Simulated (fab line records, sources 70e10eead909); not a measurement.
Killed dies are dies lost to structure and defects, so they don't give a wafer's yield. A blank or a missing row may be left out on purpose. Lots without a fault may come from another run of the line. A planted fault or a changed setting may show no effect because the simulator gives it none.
Which tool did it? | flow nand_harc | 24 lots, 72 wafers sampled, at 1 step of a route of 1302

WHAT THE GAUGES READ, wafer by wafer
NHARC_A_CONTACT_OVL_MEAS_43.
lot  | measured     | on         | overlay_x_nm (nm) | overlay_y_nm (nm)
L074 | day 21 22:53 | overlay-01 | 1.0 0.8 1.5       | -1.0 -1.1 -1.2
L075 | day 21 23:03 | overlay-02 | -0.8 -0.6 -0.8    | -0.6 -0.9 -0.5
L077 | day 22 14:22 | overlay-02 | -1.2 -1.2 -1.5    | 0.7 0.1 -0.2
L076 | day 22 14:31 | overlay-01 | -0.5 -0.2 -0.8    | 1.1 0.3 0.4
L078 | day 23 09:10 | overlay-01 | -0.1 -0.8 -0.6    | 0.3 0.1 0.1
L079 | day 23 09:30 | overlay-01 | -0.5 -0.2 -0.2    | -0.6 -0.2 -0.1
L080 | day 24 13:56 | overlay-01 | 1.3 1.8 1.6       | 0.3 0.1 -0.4
L081 | day 24 14:20 | overlay-01 | 2.0 1.7 2.2       | -1.3 -1.2 -0.8
L082 | day 25 03:55 | overlay-01 | -0.3 0.0 -0.3     | -1.0 -0.5 -0.6
L083 | day 25 09:05 | overlay-01 | 0.4 1.1 0.3       | -0.4 -0.4 -0.5
L085 | day 25 18:55 | overlay-02 | -0.5 -0.7 -0.5    | 1.0 1.3 0.8
L084 | day 25 23:46 | overlay-02 | 1.8 1.0 1.1       | 1.4 1.2 1.2
L086 | day 26 11:31 | overlay-02 | 0.8 0.2 1.4       | -0.8 -0.5 -0.3
L087 | day 27 04:48 | overlay-02 | 0.7 1.1 0.5       | -1.0 -0.5 0.0
L088 | day 27 16:32 | overlay-02 | 0.5 0.3 0.4       | -1.4 -1.2 -0.5
L089 | day 27 16:55 | overlay-01 | 0.8 0.3 0.4       | -0.7 -0.7 -0.4
L090 | day 28 00:55 | overlay-01 | -0.6 -0.7 0.2     | 0.7 1.2 0.6
L091 | day 28 03:30 | overlay-01 | -0.4 -1.0 -0.5    | 0.6 0.5 0.6
L092 | day 28 20:28 | overlay-01 | 1.5 0.8 0.6       | 0.1 0.2 0.2
L094 | day 29 11:56 | overlay-02 | 0.8 0.9 0.4       | 0.7 0.9 0.7
L093 | day 29 12:05 | overlay-02 | -0.2 -0.1 0.2     | 0.1 0.6 0.5
L095 | day 30 06:14 | overlay-01 | 1.8 0.8 1.1       | 0.2 0.2 0.2
L096 | day 30 18:22 | overlay-02 | 0.7 0.1 0.4       | 0.9 1.3 1.2
L097 | day 30 20:41 | overlay-02 | -0.2 -0.6 -0.6    | 1.4 1.4 1.1

WHICH TOOL RAN EACH LOT (tool, then ch and the chambers of the sampled wafers, then the start)
The record holds no process step before these readings.

WHAT THE TOOLS THEMSELVES READ (means of the sampled wafers that have a number; where no wafer has one, the mark that the record gives instead)
The record holds no such reading with a usual standard deviation.

THE ANSWER, worked out from the rows above alone
Rule: what is usual is taken from the lots themselves. Put in order of their means at a reading, lots are off if they are a third of the lots or fewer, leave a main group of 4 or more, and stand apart from it by a gap of 3 or more times the standard deviation of the main group's means; of several such gaps the widest counts. A main group whose means are all the same, to the digits that the tables above print for the reading, isn't used. A lot without any number at a reading at which 4 lots or more have one is off too. The other lots that the step has rows for count as sound. The gauges are gone through in route order, then the tools' own readings, and for those a lot's mean is taken as printed above. The first step at which some lot is off is used, and at that step the reading that is off furthest; a lot without a number counts as furthest.
No lot is off at any reading shown: from this, nothing can be told.

WHAT THE SIMULATOR HAD PUT IN
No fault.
